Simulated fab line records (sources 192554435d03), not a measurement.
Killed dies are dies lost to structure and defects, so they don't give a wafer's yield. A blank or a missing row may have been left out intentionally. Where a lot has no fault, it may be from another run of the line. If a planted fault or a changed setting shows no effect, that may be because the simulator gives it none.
The tool behind it: which one? ; flow n5_finfet ; 10 lots, 29 wafers sampled, at 4 steps of a route of 1938

## WHAT THE GAUGES READ, wafer by wafer
N5_PASSIVATION_OVL_MEAS_66.
lot;measured;on;PASS_OPEN_OVL (nm)
L660;day 11 19:29;overlay-01;-4 1 -9
L661;day 11 20:22;overlay-01;3 -2 1
L662;day 12 14:41;overlay-01;6 1 5
L663;day 12 06:58;overlay-01;-7 -1 -2
L664;day 12 16:05;overlay-01;6 6 3
L666;day 13 09:08;overlay-02;1 -3 5
L675;day 15 05:25;overlay-01;5 1 6
L677;day 16 04:53;overlay-02;8 3
L680;day 16 19:26;overlay-02;-3 4 -1
L681;day 17 02:56;overlay-01;-6 -8 -4

## WHAT TOOL EACH LOT RAN ON (gives the tool, then ch and the chambers of the sampled wafers, and finally the start)
lot;N5_BEOL_M9_ETCH_65;N5_MIM_TOP_ALD_01;N5_MIM_BOT_ETCH_ETCH_04
L660;rie_diel-06 ch 0,1,3, day 9 15:28;ald_hk-02 ch 0,2,3, day 11 12:13 or earlier;rie_diel-02 ch 0,1,3, day 11 12:13
L661;rie_diel-03 ch 0,1,3, day 9 18:52;ald_hk-01 ch 0,2, day 11 12:27 or earlier;rie_diel-04 ch 0,1,2, day 11 12:27
L662;rie_diel-06 ch 0,1, day 10 04:01;ald_hk-01 ch 0,1,2, day 12 09:05 or earlier;rie_diel-02 ch 0,1, day 12 09:05
L663;rie_diel-06 ch 0,2,3, day 10 06:16;ald_hk-02 ch 1,2, day 12 02:22 or earlier;rie_diel-04 ch 0,1,3, day 12 02:22
L664;rie_diel-06 ch 1,2,3, day 10 12:41;ald_hk-03 ch 1,2, day 12 10:45 or earlier;rie_diel-02 ch 0,1, day 12 10:45
L666;rie_diel-06 ch 2,3, day 10 21:29;ald_hk-03 ch 0,2,3, day 13 03:47 or earlier;rie_diel-01 ch 2,3, day 13 03:47
L675;rie_diel-05 ch 0,1,3, day 13 01:21;ald_hk-02 ch 1,3, day 14 23:49 or earlier;rie_diel-01 ch 0,1, day 14 23:49
L677;rie_diel-05 ch 0,1, day 14 02:58;ald_hk-03 ch 0,1, day 15 22:13 or earlier;rie_diel-04 ch 1,3, day 15 22:13
L680;rie_diel-03 ch 0,2,3, day 14 17:52;ald_hk-02 ch 0,2,3, day 16 14:48 or earlier;rie_diel-01 ch 0,2,3, day 16 14:48
L681;rie_diel-06 ch 0,2,3, day 14 21:45;ald_hk-02 ch 1,3, day 16 18:06 or earlier;rie_diel-01 ch 1,3, day 16 18:06
- N5_BEOL_M9_ETCH_65: etches SiARC in CF4, target depth 15.6 nm, time 26 s.
- N5_MIM_TOP_ALD_01: deposits HfO2, target thk 5.6 nm, pulse time 1 s, purge time 3 s.
- N5_MIM_BOT_ETCH_ETCH_04: etches SiNx in CF4/O2, target depth 26 nm, time 13 s.

## THE ANSWER, worked out from the rows above alone
Rule: usual is defined by the lots themselves. Put in order of their means at a reading, lots are off if they are a third of the lots or fewer, leave a main group of 4 or more, and stand apart from it by a gap of 3 or more times the standard deviation of the main group's means; of several such gaps the widest counts. If all means in a main group match to the digits the tables above print for the reading, that group is not used. A lot without any number at a reading at which 4 lots or more have one is off too. Any other lot the step has rows for is counted as sound.
Nothing can be told from this: no lot is off at any reading shown.

## WHAT THE SIMULATOR HAD PUT IN
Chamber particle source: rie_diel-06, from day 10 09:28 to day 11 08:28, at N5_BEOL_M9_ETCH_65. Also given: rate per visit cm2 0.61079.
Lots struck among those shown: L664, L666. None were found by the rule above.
